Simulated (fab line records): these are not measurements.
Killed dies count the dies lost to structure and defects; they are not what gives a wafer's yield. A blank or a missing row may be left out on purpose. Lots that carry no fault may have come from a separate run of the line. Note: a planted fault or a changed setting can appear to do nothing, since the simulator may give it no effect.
Matching of chambers / flow n5_finfet / N5_BEOL_M2_STRIP_36 on rie_diel-04: 4 sister chambers
The step strips in N2/H2. 27 wafers are shown with their chamber, then 12 later ones without.

## WAFERS PAIRED WITH THEIR CHAMBERS
wafer=L076.2; chamber=3; showerhead_plenum_p_Torr (Torr)=2.69; drypump_motor_current_A (A)=6.0; throttle_valve_pct (%)=23.54
wafer=L076.4; chamber=3; showerhead_plenum_p_Torr (Torr)=2.69; drypump_motor_current_A (A)=6.0; throttle_valve_pct (%)=23.50
wafer=L076.6; chamber=1; showerhead_plenum_p_Torr (Torr)=2.50; drypump_motor_current_A (A)=5.9; throttle_valve_pct (%)=23.80
wafer=L079.1; chamber=0; showerhead_plenum_p_Torr (Torr)=2.49; drypump_motor_current_A (A)=6.5; throttle_valve_pct (%)=23.58
wafer=L079.4; chamber=3; showerhead_plenum_p_Torr (Torr)=2.69; drypump_motor_current_A (A)=6.0; throttle_valve_pct (%)=23.55
wafer=L079.6; chamber=0; showerhead_plenum_p_Torr (Torr)=2.49; drypump_motor_current_A (A)=6.5; throttle_valve_pct (%)=23.59
wafer=L078.1; chamber=2; showerhead_plenum_p_Torr (Torr)=2.47; drypump_motor_current_A (A)=5.9; throttle_valve_pct (%)=23.77
wafer=L078.3; chamber=0; showerhead_plenum_p_Torr (Torr)=2.49; drypump_motor_current_A (A)=6.6; throttle_valve_pct (%)=23.60
wafer=L078.6; chamber=1; showerhead_plenum_p_Torr (Torr)=2.50; drypump_motor_current_A (A)=6.0; throttle_valve_pct (%)=23.56
wafer=L083.1; chamber=3; showerhead_plenum_p_Torr (Torr)=2.69; drypump_motor_current_A (A)=6.0; throttle_valve_pct (%)=23.56
wafer=L083.2; chamber=2; showerhead_plenum_p_Torr (Torr)=2.46; drypump_motor_current_A (A)=5.9; throttle_valve_pct (%)=23.76
wafer=L083.4; chamber=1; showerhead_plenum_p_Torr (Torr)=2.49; drypump_motor_current_A (A)=6.0; throttle_valve_pct (%)=23.54
wafer=L084.3; chamber=3; showerhead_plenum_p_Torr (Torr)=2.69; drypump_motor_current_A (A)=6.0; throttle_valve_pct (%)=23.57
wafer=L084.5; chamber=2; showerhead_plenum_p_Torr (Torr)=2.46; drypump_motor_current_A (A)=5.9; throttle_valve_pct (%)=23.78
wafer=L084.6; chamber=1; showerhead_plenum_p_Torr (Torr)=2.50; drypump_motor_current_A (A)=5.9; throttle_valve_pct (%)=23.54
wafer=L086.1; chamber=2; showerhead_plenum_p_Torr (Torr)=2.46; drypump_motor_current_A (A)=5.9; throttle_valve_pct (%)=23.79
wafer=L086.2; chamber=3; showerhead_plenum_p_Torr (Torr)=2.68; drypump_motor_current_A (A)=6.1; throttle_valve_pct (%)=23.59
wafer=L086.4; chamber=1; showerhead_plenum_p_Torr (Torr)=2.49; drypump_motor_current_A (A)=6.0; throttle_valve_pct (%)=23.56
wafer=L087.2; chamber=2; showerhead_plenum_p_Torr (Torr)=2.46; drypump_motor_current_A (A)=5.9; throttle_valve_pct (%)=23.79
wafer=L087.5; chamber=2; showerhead_plenum_p_Torr (Torr)=2.46; drypump_motor_current_A (A)=5.9; throttle_valve_pct (%)=23.80
wafer=L087.6; chamber=1; showerhead_plenum_p_Torr (Torr)=2.49; drypump_motor_current_A (A)=5.9; throttle_valve_pct (%)=23.57
wafer=L090.1; chamber=0; showerhead_plenum_p_Torr (Torr)=2.48; drypump_motor_current_A (A)=6.5; throttle_valve_pct (%)=23.33
wafer=L090.3; chamber=1; showerhead_plenum_p_Torr (Torr)=2.49; drypump_motor_current_A (A)=6.0; throttle_valve_pct (%)=23.55
wafer=L090.6; chamber=0; showerhead_plenum_p_Torr (Torr)=2.48; drypump_motor_current_A (A)=6.5; throttle_valve_pct (%)=23.29
wafer=L089.2; chamber=3; showerhead_plenum_p_Torr (Torr)=2.68; drypump_motor_current_A (A)=6.0; throttle_valve_pct (%)=23.58
wafer=L089.3; chamber=2; showerhead_plenum_p_Torr (Torr)=2.46; drypump_motor_current_A (A)=5.9; throttle_valve_pct (%)=23.81
wafer=L089.6; chamber=2; showerhead_plenum_p_Torr (Torr)=2.46; drypump_motor_current_A (A)=5.8; throttle_valve_pct (%)=23.80

SIGNATURES (averages over the wafers above)
reading=showerhead_plenum_p_Torr; chamber 0=2.4860; chamber 1=2.4943; chamber 2=2.4613; chamber 3=2.6871; scatter within a chamber=0.00476
reading=drypump_motor_current_A; chamber 0=6.520; chamber 1=5.957; chamber 2=5.888; chamber 3=6.014; scatter within a chamber=0.043
reading=throttle_valve_pct; chamber 0=23.4780; chamber 1=23.5886; chamber 2=23.7875; chamber 3=23.5557; scatter within a chamber=0.0822
Rule: for a wafer and a chamber, the distance is found by dividing, reading by reading, the gap between the wafer's reading and the chamber's mean by the reading's scatter, squaring, summing and taking the root. If the next closest chamber is less than 2 further off than the closest, the wafer can't be placed; otherwise it belongs to the closest. The scatter is the square root of a quotient: the sum, over the shown wafers, of each reading's squared deviation from its chamber's mean, divided by wafers minus chambers.

## WAFERS WITHOUT THEIR CHAMBER
wafer=L094.2; showerhead_plenum_p_Torr (Torr)=2.48; drypump_motor_current_A (A)=6.5; throttle_valve_pct (%)=23.30
wafer=L094.3; showerhead_plenum_p_Torr (Torr)=2.48; drypump_motor_current_A (A)=6.0; throttle_valve_pct (%)=23.58
wafer=L094.4; showerhead_plenum_p_Torr (Torr)=2.45; drypump_motor_current_A (A)=5.9; throttle_valve_pct (%)=23.83
wafer=L095.1; showerhead_plenum_p_Torr (Torr)=2.45; drypump_motor_current_A (A)=5.8; throttle_valve_pct (%)=23.84
wafer=L095.3; showerhead_plenum_p_Torr (Torr)=2.67; drypump_motor_current_A (A)=6.0; throttle_valve_pct (%)=23.60
wafer=L095.4; showerhead_plenum_p_Torr (Torr)=2.48; drypump_motor_current_A (A)=6.0; throttle_valve_pct (%)=23.60
wafer=L096.2; showerhead_plenum_p_Torr (Torr)=2.48; drypump_motor_current_A (A)=6.0; throttle_valve_pct (%)=23.57
wafer=L096.3; showerhead_plenum_p_Torr (Torr)=2.45; drypump_motor_current_A (A)=5.8; throttle_valve_pct (%)=23.83
wafer=L096.6; showerhead_plenum_p_Torr (Torr)=2.48; drypump_motor_current_A (A)=6.5; throttle_valve_pct (%)=23.33
wafer=L097.1; showerhead_plenum_p_Torr (Torr)=2.45; drypump_motor_current_A (A)=5.9; throttle_valve_pct (%)=23.82
wafer=L097.4; showerhead_plenum_p_Torr (Torr)=2.67; drypump_motor_current_A (A)=6.0; throttle_valve_pct (%)=23.63
wafer=L097.5; showerhead_plenum_p_Torr (Torr)=2.48; drypump_motor_current_A (A)=6.0; throttle_valve_pct (%)=23.60

## WHICH CHAMBER EACH ONE RAN IN
wafer=L094.2; from the rows above=0; in truth=0
wafer=L094.3; from the rows above=1; in truth=1
wafer=L094.4; from the rows above=2; in truth=2
wafer=L095.1; from the rows above=2; in truth=2
wafer=L095.3; from the rows above=3; in truth=3
wafer=L095.4; from the rows above=1; in truth=1
wafer=L096.2; from the rows above=1; in truth=1
wafer=L096.3; from the rows above=2; in truth=2
wafer=L096.6; from the rows above=0; in truth=0
wafer=L097.1; from the rows above=2; in truth=2
wafer=L097.4; from the rows above=3; in truth=3
wafer=L097.5; from the rows above=1; in truth=1
Correct placement for 12 of the 12. Can't be placed from these rows: 0. Placed wrongly: 0.
